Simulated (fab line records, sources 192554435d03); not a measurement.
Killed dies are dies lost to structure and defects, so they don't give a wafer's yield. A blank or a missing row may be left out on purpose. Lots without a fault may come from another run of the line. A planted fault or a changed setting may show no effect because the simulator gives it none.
fab line records | flow n5_finfet
record lots=6 wafers=18 last_day=17
route steps=1938 shown FIN_CUT@180 STI_FIN_REVEAL@183 DUMMY_GATE@212 BEOL_M4@1111 PASSIVATION@1936
lots that met no fault: from a run of the same line without faults
start_h: hours from the record's first day to the start of the lot's first wafer shown | wait_h: hours since the lot's step before | " the same as in the row above | L1.1+2: a row that stands for several wafers | - no value, or no start given | * or withheld: withheld | < > ~ a bound
route shown NAME@n: a module of which the file shows steps, and the number in the route of the first | usual: mean/standard deviation of fault-free wafers | same: alike in all rows | chamber/n: place in a boat | sites: the reading at each site | _std_site: their standard deviation | _edge_site: outer sites' mean less inner sites' | radius_mm: how far each site lies from the wafer's centre | mask NAME#n: copy n | behind: the tool/chamber that last shaped the wafer | hold: why the lot was held/for how many hours/how that ended | device: the transistor (n, p or np) that didn't switch | end of line: the same wafers' tests at the end of the route | a step without rows: its recipe alone | killed: dies lost to structure and defects at the first sort, not the wafer's yield | map: a wafer's dies, x killed, . not, _ none there
set.NAME: the setting as run; set.NAME@STEP: as run at that earlier step | model.NAME: the simulator's own value behind a step, which no gauge read
lots at some steps of the route; a table a step, a row a wafer
services: from which hour (start_h, from the record's first day; less than 0 if before it) a tool's chamber was out of use, for how many hours, and why
## steps
# step N5_FIN_CUT_SRD_32
# recipe dry=ipa_marangoni time_s=30 temp_c=23 rinse_liquid=diw
# step N5_FIN_CUT_UV_OZONE_34
# recipe time_s=120 pressure_torr=760 temp_c=25
# step N5_FIN_CUT_INSPECT_17
# recipe inspect_instrument=brightfield mode=aei
# usual raw_defect_count=227/67
# columns lot.wafer tool chamber start_h wait_h raw_defect_count
L394.2 defect_inspect-01 - 35.91 0.0 166
L394.5 " - " " 167
L394.6 " - " " 182
L397.2 defect_inspect-01 - 52.59 0.0 264
L397.3 " - " " 217
L397.4 " - " " 212
L404.1 defect_inspect-02 - 94.95 0.0 257
L404.5 " - " " 163
L404.6 " - " " 289
L405.2 defect_inspect-01 - 101.86 0.0 278
L405.5 " - " " 199
L405.6 " - " " 205
L408.2 defect_inspect-01 - 118.39 0.0 255
L408.5 " - " " 379
L408.6 " - " " 447
L415.2 defect_inspect-01 - 159.97 0.0 213
L415.4 " - " " 256
L415.6 " - " " 183
# step N5_STI_FIN_REVEAL_ALD_00
# recipe material=SiO2 target_thk_a=10 temp_c=300 ald_precursor_family=BDEAS ald_co_reactant=O2-plasma pulse_time_s=1 pressure_torr=2
# usual heater_power_w=459/46 precursor_pulse_height_rel=0.998/0.02
# columns lot.wafer tool chamber start_h wait_h heater_power_w precursor_pulse_height_rel
L394.2 ald_sin-03 1 37.06 1.1 537 1.018
L394.5 " 1 " " 532 1.042
L394.6 " 0 " " 463 0.993
L397.2 ald_sin-01 2 52.63 0.0 397 0.981
L397.3 " 0 " " 426 1.012
L397.4 " 3 " " 425 1.027
L404.1 ald_sin-04 3 96.06 1.1 467 0.996
L404.5 " 2 " " 488 0.986
L404.6 " 1 " " 491 1.003
L405.2 ald_sin-03 2 103.64 1.8 534 0.996
L405.5 " 0 " " 466 1.031
L405.6 " 3 " " 415 0.967
L408.2 ald_sin-01 2 118.43 0.0 404 1.005
L408.5 " 1 " " 479 0.973
L408.6 " 2 " " 405 1.011
L415.2 ald_sin-01 1 162.31 2.3 483 1.002
L415.4 " 1 " " 468 0.989
L415.6 " 0 " " 421 0.964
# step N5_STI_FIN_REVEAL_ALD_14
# recipe material=Si3N4 target_thk_a=30 temp_c=400 ald_precursor_family=SiH2I2 ald_co_reactant=N2/H2-plasma pressure_torr=2
# usual heater_power_w=821/82
# columns lot.wafer tool chamber start_h wait_h heater_power_w
L394.2 ald_sin-03 1 37.11 0.0 906
L394.5 " 1 " " 956
L394.6 " 0 " " 844
L397.2 ald_sin-01 2 52.68 0.0 726
L397.3 " 0 " " 761
L397.4 " 3 " " 769
L404.1 ald_sin-04 3 96.11 0.0 853
L404.5 " 2 " " 893
L404.6 " 1 " " 880
L405.2 ald_sin-03 2 103.69 0.0 935
L405.5 " 0 " " 843
L405.6 " 3 " " 738
L408.2 ald_sin-01 2 118.48 0.0 742
L408.5 " 1 " " 828
L408.6 " 2 " " 738
L415.2 ald_sin-01 1 162.36 0.0 839
L415.4 " 1 " " 844
L415.6 " 0 " " 752
# step N5_STI_FIN_REVEAL_FCVD_FILL_01
# recipe material=SiO2_flowable target_thk_a=3120 temp_c=100 pressure_torr=0.8 rf_w=2000 time_s=512.2
# step N5_STI_FIN_REVEAL_DENSIFY_02
# recipe temp_c=650 ambient=steam time_s=1800 idle_temp_c=400 densification_p_h2o_torr=640
# step N5_STI_FIN_REVEAL_CMP_04
# recipe stop_on=Si3N4 t_overpolish_s=4 down_force_psi=2 platen_rpm=54.18 post_cmp_clean=alkaline_brush pad_velocity_m_s=1.078 target_thk_nm=131.83
# step N5_STI_FIN_REVEAL_THK_MEAS_05
# usual thk_nm=131.7/1.2
# columns lot.wafer tool chamber start_h wait_h thk_nm
L394.2 film_metro-02 - 43.04 - 133.4
L394.5 " - " " 131.2
L394.6 " - " " 134.3
L397.2 film_metro-02 - 58.03 - 132.3
L397.3 " - " " 133.2
L397.4 " - " " 132.0
L404.1 film_metro-02 - 101.45 - 131.8
L404.5 " - " " 131.8
L404.6 " - " " 133.2
L405.2 film_metro-02 - 109.02 - 129.9
L405.5 " - " " 130.2
L405.6 " - " " 130.8
L408.2 film_metro-01 - 123.83 - 132.7
L408.5 " - " " 132.4
L408.6 " - " " 132.7
L415.2 film_metro-01 - 167.72 - 130.5
L415.4 " - " " 132.3
L415.6 " - " " 131.4
# step N5_STI_FIN_REVEAL_DENSIFY_30
# recipe temp_c=* time_s=* ambient=N2 idle_temp_c=600 ramp_up_c_per_s=150 ramp_down_c_per_s=60 cool_to_c=600
# step N5_STI_FIN_REVEAL_ETCHBACK_08
# recipe chemistry=C4F6/O2 target=SiO2 target_depth_a=305 time_s=10.167 ion_energy_ev=250 pressure_mtorr=30 source_w=345 bias_w=185 Ar_flow_sccm=300 C4F6_flow_sccm=10 O2_flow_sccm=10
# step N5_STI_FIN_REVEAL_STRIP_24
# recipe chemistry=N2/H2 time_s=90 power_w=100 temp_c=40 pressure_mtorr=100 rf_frequency_hz=6e+07 bias_power_w=3 n2_flow_sccm=300 h2_flow_sccm=300
# step N5_STI_FIN_REVEAL_PRECLEAN_25
# recipe chemistry=SPM time_s=90 temp_c=120 mix=4:1
# columns lot.wafer tool chamber start_h wait_h
L394.2+5+6 wet_bench-02 0,5,3 43.44 0.1
L397.2+3+4 wet_bench-04 4,1,3 58.66 0.1
L404.1+5+6 wet_bench-01 2,0,7 101.84 0.1
L405.2+5+6 wet_bench-04 5,0,1 109.42 0.1
L408.2+5+6 wet_bench-04 4,1,3 124.22 0.1
L415.2+4+6 wet_bench-01 4,5,7 168.12 0.1
# step N5_STI_FIN_REVEAL_PRECLEAN_26
# recipe chemistry=SC1 time_s=45 temp_c=46 mix=1:2:100
# step N5_STI_FIN_REVEAL_PRECLEAN_29
# recipe chemistry=DHF time_s=30 temp_c=25 dilution=300:1
# step N5_STI_FIN_REVEAL_SRD_12
# recipe time_s=30 temp_c=23 rinse_liquid=diw dry=ipa_marangoni
# step N5_STI_FIN_REVEAL_RECESS_09
# recipe chemistry=HF/NH3 target=SiO2 afs_cycles=11 target_depth_a=425 temp_c=30 sublimation_temp_c=180 sublimation_time_s=60
# usual drypump_motor_current_A=5.6/0.74
# columns lot.wafer tool chamber start_h wait_h drypump_motor_current_A
L394.2 vapor_etch-01 0 43.53 0.0 4.8
L394.5 " 0 44.59 1.1 4.8
L394.6 " 1 " " 6.6
L397.2 vapor_etch-01 1 58.75 0.0 6.5
L397.3 " 0 " " 4.8
L397.4 " 1 " " 6.5
L404.1 vapor_etch-02 1 102.04 0.1 6.0
L404.5 " 0 103.10 1.2 5.1
L404.6 " 1 " " 6.0
L405.2 vapor_etch-02 0 109.51 0.0 5.1
L405.5 " 1 110.57 1.1 6.0
L405.6 " 0 " " 5.1
L408.2 vapor_etch-01 1 124.32 0.0 6.5
L408.5 " 0 125.38 1.1 4.8
L408.6 " 1 " " 6.5
L415.2 vapor_etch-01 0 168.21 0.0 4.8
L415.4 " 0 " " 4.8
L415.6 " 1 " " 6.5
# step N5_STI_FIN_REVEAL_STRIP_16
# recipe chemistry=H3PO4 material=SiNx temp_c=165 target_depth_a=238 overetch_fraction=0.4964 dry=ipa_marangoni
# step N5_STI_FIN_REVEAL_PRECLEAN_17
# recipe chemistry=NF3:NH3 afs_cycles=1 temp_c=30 time_s=20 sublimation_temp_c=180 sublimation_time_s=60 pressure_torr=3 rf_power_w=30
# step N5_STI_FIN_REVEAL_ETCH_34
# recipe chemistry=H2 mode=isotropic material=Si target=Si target_depth_a=9.7 temp_c=20 pressure_mtorr=4.5 icp_w=300 bias_w=0 h2_flow_sccm=7.5 he_flow_sccm=142.5
# step N5_STI_FIN_REVEAL_OXIDATION_31
# recipe chemistry=O2_PLASMA_REMOTE temp_c=150 time_s=20 pressure_mtorr=1000 source_power_w=2000 o2_flow_sccm=3000
# usual drypump_motor_current_A=5.5/0.54 heater_power_w=151/24 o2_flow_sccm=3000/9.4
# columns lot.wafer tool chamber start_h wait_h drypump_motor_current_A heater_power_w o2_flow_sccm rf_hours_counter_h
L394.2 plasma_asher-02 0 45.68 0.0 5.5 144 2994 29
L394.5 " 1 " " 5.1 183 2993 -
L394.6 " 0 " " 5.4 144 2994 -
L397.2 plasma_asher-02 0 61.01 0.0 5.5 146 3010 33
L397.3 " 0 " " 5.5 144 3001 -
L397.4 " 1 " " 5.1 187 2996 -
L404.1 plasma_asher-01 1 104.19 0.0 6.5 116 2994 89
L404.5 " 1 " " 6.5 119 2995 -
L404.6 " 0 " " 5.1 150 3007 -
L405.2 plasma_asher-02 0 111.67 0.0 5.5 145 2993 43
L405.5 " 0 " " 5.5 148 2993 -
L405.6 " 1 " " 5.1 187 2978 -
L408.2 plasma_asher-01 1 126.47 0.0 6.5 117 2986 94
L408.5 " 1 " " 6.5 117 2997 -
L408.6 " 0 " " 5.1 148 3012 -
L415.2 plasma_asher-02 1 170.36 0.0 5.1 185 3016 53
L415.4 " 0 " " 5.5 144 3001 -
L415.6 " 1 " " 5.1 181 3008 -
# step N5_STI_FIN_REVEAL_PRECLEAN_32
# recipe chemistry=NF3:NH3 afs_cycles=1 temp_c=30 time_s=20 sublimation_temp_c=180 sublimation_time_s=60 pressure_torr=3 rf_power_w=30
# step N5_STI_FIN_REVEAL_STRIP_35
# recipe chemistry=H3PO4 material=Si3N4 temp_c=165 target_depth_a=40 time_s=39
# step N5_STI_FIN_REVEAL_SRD_21
# recipe dry=ipa_marangoni time_s=30 temp_c=23 rinse_liquid=diw
# step N5_STI_FIN_REVEAL_OXIDATION_33
# recipe chemistry=O2_PLASMA_REMOTE temp_c=150 time_s=20 pressure_mtorr=1000 source_power_w=2000 o2_flow_sccm=3000
# usual drypump_motor_current_A=5.6/0.62 heater_power_w=144/23 o2_flow_sccm=3002/9.9
# columns lot.wafer tool chamber start_h wait_h drypump_motor_current_A heater_power_w o2_flow_sccm rf_hours_counter_h
L394.2 plasma_asher-01 1 46.03 0.0 6.5 118 3009 78
L394.5 " 1 " " 6.5 116 3009 -
L394.6 " 0 " " 5.1 147 3003 -
L397.2 plasma_asher-01 1 61.36 0.0 6.5 118 2993 81
L397.3 " 1 " " 6.5 118 3010 -
L397.4 " 0 " " 5.1 150 2993 -
L404.1 plasma_asher-01 0 104.54 0.0 5.1 146 2991 89
L404.5 " 1 " " 6.5 117 3009 -
L404.6 " 0 " " 5.1 148 3001 -
L405.2 plasma_asher-01 1 112.02 0.0 6.5 118 2981 90
L405.5 " 0 " " 5.1 149 2997 -
L405.6 " 1 " " 6.5 119 2985 -
L408.2 plasma_asher-01 0 127.06 0.3 5.1 146 2995 95
L408.5 " 0 " " 5.1 147 3008 -
L408.6 " 1 " " 6.5 117 3006 -
L415.2 plasma_asher-02 0 170.71 0.0 5.5 145 2999 53
L415.4 " 1 " " 5.1 184 2977 -
L415.6 " 0 " " 5.4 146 3008 -
# step N5_STI_FIN_REVEAL_CLEAN_19
# recipe chemistry=O3/DIW temp_c=25 time_s=120 o3_ppm=10
# step N5_STI_FIN_REVEAL_SRD_23
# recipe dry=ipa_marangoni time_s=30 temp_c=23 rinse_liquid=diw
# step N5_STI_FIN_REVEAL_CD_MEAS_22
# recipe target_cd_nm=6.238 pitch_nm=28 polarity=line
# usual cd_nm=6.21/0.29
# columns lot.wafer tool chamber start_h wait_h cd_nm
L394.2 cd_sem-02 - 46.20 0.0 5.96
L394.5 " - " " 5.97
L394.6 " - " " 6.28
L397.2 cd_sem-03 - 61.52 0.0 5.97
L397.3 " - " " 5.94
L397.4 " - " " 5.93
L404.1 cd_sem-03 - 104.71 0.0 6.53
L404.5 " - " " 6.27
L404.6 " - " " 6.14
L405.2 cd_sem-03 - 112.18 0.0 5.76
L405.5 " - " " 6.08
L405.6 " - " " 6.49
L408.2 cd_sem-03 - 127.23 0.0 6.29
L408.5 " - " " 6.67
L408.6 " - " " 6.27
L415.2 cd_sem-01 - 170.93 0.0 6.46
L415.4 " - " " 6.19
L415.6 " - " " 6.67
# step N5_STI_FIN_REVEAL_FIN_H_MEAS_10
# usual trench_depth_nm=52.1/0.82
# columns lot.wafer tool chamber start_h wait_h trench_depth_nm
L394.2 ocd-01 - 46.23 0.0 50.6
L394.5 " - " " 52.2
L394.6 " - " " 51.2
L397.2 ocd-01 - 61.55 0.0 51.4
L397.3 " - " " 52.2
L397.4 " - " " 53.3
L404.1 ocd-01 - 104.74 0.0 52.1
L404.5 " - " " 52.0
L404.6 " - " " 51.8
L405.2 ocd-02 - 112.21 0.0 52.1
L405.5 " - " " 51.8
L405.6 " - " " 52.3
L408.2 ocd-02 - 127.26 0.0 52.7
L408.5 " - " " 52.0
L408.6 " - " " 51.7
L415.2 ocd-02 - 170.96 0.0 53.4
L415.4 " - " " 53.2
L415.6 " - " " 53.3
# step N5_STI_FIN_REVEAL_PRECLEAN_18
# recipe chemistry=SC2 time_s=45 temp_c=35 mix=1:1:50
# step N5_STI_FIN_REVEAL_SRD_28
# recipe dry=ipa_marangoni time_s=30 temp_c=23 rinse_liquid=diw
# step N5_STI_FIN_REVEAL_INSPECT_13
# recipe inspect_instrument=darkfield mode=post_clean
# usual raw_defect_count=12/5
# columns lot.wafer tool chamber start_h wait_h raw_defect_count
L394.2 defect_inspect-02 - 46.32 0.0 9
L394.5 " - " " 35
L394.6 " - " " 16
L397.2 defect_inspect-01 - 61.64 0.0 6
L397.3 " - " " 6
L397.4 " - " " 14
L404.1 defect_inspect-02 - 104.83 0.0 13
L404.5 " - " " 8
L404.6 " - " " 4
L405.2 defect_inspect-01 - 112.30 0.0 16
L405.5 " - " " 10
L405.6 " - " " 1435
L408.2 defect_inspect-02 - 127.35 0.0 11
L408.5 " - " " 1500
L408.6 " - " " 24
L415.2 defect_inspect-01 - 171.05 0.0 7
L415.4 " - " " 9
L415.6 " - " " 4
# step N5_DUMMY_GATE_PRECLEAN_00
# recipe chemistry=O3/DIW time_s=60 temp_c=22 o3_ppm=10
# step N5_BEOL_M4_RC_MEAS_101
# usual DIBL_N=35.9/1.9 DIBL_P=35.8/2.4 IOFF_N=0.15/0.031 IOFF_P=0.21/0.037 ION_N=672/13 ION_P=462/8.3 SS_N=71.5/0.72 SS_P=73.2/0.67 VT_N=250/3.4 VT_P=-250/3.4
# columns lot.wafer tool chamber start_h wait_h DIBL_N[mV/V] DIBL_P[mV/V] IOFF_N[nA/um] IOFF_P[nA/um] ION_N[uA/um] ION_P[uA/um] SS_N[mV/dec] SS_P[mV/dec] VT_N[mV] VT_P[mV]
L394.2 prober-01 0 176.76 0.2 33.4 33.5 0.11 0.19 653 460 70.2 72.6 254 -249
L394.5 " 0 " " 34.8 35.1 0.13 0.21 664 465 71.0 73.1 251 -248
L394.6 " 0 " " 36.4 37.7 0.17 0.27 670 473 71.2 73.5 251 -244
L397.2 prober-01 0 205.13 0.2 36.1 32.8 0.14 0.18 651 448 71.2 72.5 251 -252
L397.3 " 0 " " 37.3 34.8 0.16 0.20 669 459 71.8 73.5 250 -252
L397.4 " 0 " " 33.7 31.9 0.11 0.17 658 457 71.0 72.4 256 -254
L404.1 prober-02 0 244.44 0.0 39.9 39.8 0.24 0.30 703 480 72.9 74.2 241 -244
L404.5 " 0 " " 36.8 36.1 0.16 0.23 683 470 71.4 72.4 248 -246
L404.6 " 0 " " 36.5 35.6 0.15 0.21 665 461 71.7 73.2 247 -249
L405.2 prober-01 0 253.21 0.2 36.7 37.0 0.17 0.26 680 473 72.0 73.4 249 -245
L405.5 " 0 " " 36.3 35.2 0.16 0.22 688 470 72.1 72.8 248 -249
L405.6 " 0 " " 34.6 34.0 0.13 0.21 669 465 70.4 73.2 251 -246
L408.2 prober-01 0 256.32 0.2 36.8 38.0 0.19 0.25 689 482 71.8 73.1 247 -244
L408.5 " 0 " " 37.3 39.0 0.20 0.25 692 471 71.9 74.5 244 -247
L408.6 " 0 " " 37.6 39.7 0.21 0.28 685 469 72.6 73.5 245 -243
L415.2 prober-01 0 310.18 0.2 36.0 36.0 0.15 0.20 682 470 71.4 74.1 248 -252
L415.4 " 0 " " 35.6 35.8 0.14 0.19 671 460 71.7 73.4 251 -253
L415.6 " 0 " " 37.9 39.3 0.19 0.25 694 471 72.8 74.7 248 -248
# step N5_PASSIVATION_PROBE_49
# usual defect_limited_yield=91.6/1.2 killed_at_M0_to_M3=33/9.4 killed_at_M4_up=13/5.2 killed_at_contacts=13/5.6 killed_at_front_end=37/9.5 killed_at_other=4/3.1 killed_dies=99/15 killed_open=65/11 killed_short=32/7.5 sort_bin_5_function=4.9/0.77 sort_bin_6_memory=3.1/0.65 sort_n_pass=1081/15 sort_yield_pct=91.6/1.2
# same gross_dies=1180 killed_at_back_side=0 sort_bin_4_leakage[%]=0 sort_bin_8_speed[%]=0
# columns lot.wafer tool chamber start_h wait_h defect_limited_yield[%] killed_at_M0_to_M3 killed_at_M4_up killed_at_contacts killed_at_front_end killed_at_other killed_dies killed_open killed_short sort_bin_5_function[%] sort_bin_6_memory[%] sort_n_pass sort_yield_pct[%]
L404.5 prober-02 - 351.13 0.2 92.3 17 12 22 40 0 91 67 19 4.5 2.8 1089 92.3
L404.6 prober-02 - 351.18 0.3 89.9 36 11 25 45 2 119 80 38 6.2 3.7 1061 89.9
L408.5 prober-01 - 360.30 0.2 77.6 28 9 11 208 8 264 55 49 13.6 4.2 916 77.6
L405.6 prober-01 - 368.45 0.3 75.4 48 17 19 205 1 290 97 29 14.3 5.6 890 75.4
# killed by level:class
L404.5 MOL_CONTACT_COAG:geometric_particle:open=17 FIN_SAQP:geometric_particle:open=11 DUMMY_GATE:geometric_particle:open=7 MOL_CONTACT_COAG:geometric_particle:short=5 BEOL_M0:geometric_particle:open=5 BEOL_M1:geometric_particle:open=5 FIN_SAQP:geometric_particle:short=4 BEOL_M5:geometric_particle:open=4
L404.6 MOL_CONTACT_COAG:geometric_particle:open=21 FIN_SAQP:geometric_particle:short=12 STI_FIN_REVEAL:geometric_particle:open=10 BEOL_M0_SAQP:geometric_particle:open=8 FIN_SAQP:geometric_particle:open=6 BEOL_M4:geometric_particle:open=6 BEOL_M1:geometric_particle:open=6 BEOL_M3:geometric_particle:open=6
L408.5 STI_FIN_REVEAL:unspecified=160 FIN_SAQP:geometric_particle:short=21 MOL_CONTACT_COAG:geometric_particle:open=8 STI_FIN_REVEAL:geometric_particle:open=7 FIN_SAQP:geometric_particle:open=6 BEOL_M2:geometric_particle:short=4 BEOL_M0:geometric_particle:open=4 BEOL_M1:geometric_particle:open=4
L405.6 STI_FIN_REVEAL:unspecified=164 STI_FIN_REVEAL:geometric_particle:open=15 MOL_CONTACT_COAG:geometric_particle:open=15 BEOL_M0_SAQP:geometric_particle:open=15 FIN_SAQP:geometric_particle:open=10 BEOL_M2:geometric_particle:open=9 BEOL_M0_SAQP:geometric_particle:short=9 STARTING-WAFER:geometric_particle:open=6
# map L405.6 (x killed, . not)
_________________.....x......________________
______________.........x.x.x...._____________
___________....xx..x....x..........__________
__________.......x..........xx......_________
________.................x....x......._______
_______...x.....x....x..........x......______
______.x...x...................x........_____
_____.xx.x...................x...x..x....____
____...x...x...x.xx...x....x......x....x..___
___.x...................x.x.xx.............__
___......x..........xx.x.x.......x.........__
__......x.....x..xxxxxxxxxxx..x.....xx......_
__x.....x......xxxxxxxxxxxxxx..xx......xx..._
_........xx....xxxxxxxxxxxxxxxxx.............
_............xx.xxxxxxxxxxxxxxx.........x....
_..x....x.....xxxxxxxxxxxxxxxxxx....x.....x..
_..............xxxxxxxxxxxxxxxxx...x....x....
_.x....x.......xxxxxxxxxxxxxxxxx......x...x..
_......xx...xx...xxxxxxxxxxxx.xx.............
_.............x.xx.xxxxxxxxxx..x.............
_..x....x.......xxxxxxxxxxxxxx..........x....
__....x.............xxxxxxx................._
__............xx..x..x.xx..............xx..._
___x......x.x..xx....x.........x........x..__
___.x.......x.......x.........xx...........__
____..x........................xxxx.......___
_____.x..x....x.xx.......................____
______....xx....x.x.........x..x.x....x._____
_______...x........x..................x______
________.........x...................._______
__________......x..........x........_________
___________...x.................x..__________
______________.......x..x..x...._____________
_________________......xx....________________
# map L408.5 (x killed, . not)
_________________........x...________________
______________...x.x..x........._____________
___________...........x....x..x....__________
__________x......x...........x......_________
________..xxx.....x.........xx........_______
_______...........x....................______
______.....x.......x..............x....._____
_____......x...x.......x............x....____
____x...................x.........x.......___
___...x..x................xx..x..x..x......__
___..x........xx...xxxxxxx......x.....x....__
__...............x.xxxxxxxxx....x..........._
__........x....x..xxxxxxxxxxx..............._
_...............xxxxxxxxxxxxxxx....x.........
_...x..x........xxxxxxxxxxxxxx.xx........x...
_..............xxxxxxxxxxxxxxxxx...x.x.......
_............x..xxxxxxxxxxxxxx......xxx...x..
_...............xxxxxxxxxxxxxxx............x.
_...............xxxxxxxxxxxxxx.x.......x..x..
_...x....x.....xxxxxxxxxxxxxxxxx.............
_..xxx...........xxxxxxxxxxxxx.x.............
__x......x.........x.xxxx...x...x.......x..._
__..x.....x....x..x..xx..xxx...x.....x..x..._
___.........x..x..........x...........x....__
___................x.........x.........x...__
____......x..x..........................x.___
_____......x..............x.........x....____
______.x........x..x.....x...x.........._____
_______x..............x................______
________..........x....x...........x.._______
__________..........x..............._________
___________..x..........x..........__________
______________.x.........x......_____________
_________________........x..x________________
## services
# columns tool chamber start_h hours kind
plasma_asher-02 - 19.33 1.9 repair
ald_sin-04 - 34.56 6.1 pm
ald_sin-04 0 44.63 1.3 repair
ald_sin-01 1 44.99 4.0 repair
ald_sin-04 - 55.42 0.8 repair
ald_sin-03 0 59.40 2.7 repair
ald_sin-01 1 73.24 10.1 repair
plasma_asher-02 - 120.23 10.0 pm
ald_sin-04 1 141.33 2.9 repair
ald_sin-03 - 154.15 14.6 pm
ald_sin-04 1 155.26 4.3 repair
ald_sin-01 3 161.83 3.1 repair
## key
first_sign step=N5_STI_FIN_REVEAL_INSPECT_13 reading=raw_defect_count direction=up sigmas=99+ usual=12 struck=1468
effect step=N5_PASSIVATION_PROBE_49 reading=killed_at_front_end direction=up sigmas=18 usual=37 struck=206
more_kills_born_at N5_STI_FIN_REVEAL_PRECLEAN_25@wet_bench-04=324
met_at N5_STI_FIN_REVEAL_PRECLEAN_25
struck_wafers L405.6,L408.5
onset_between 58.66 109.42
fault kind=chamber_particle_source tool=wet_bench-04 chamber=1 onset_h=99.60 steps=N5_STI_FIN_REVEAL_PRECLEAN_25 rate_per_visit_cm2=2.2443 end_h=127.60
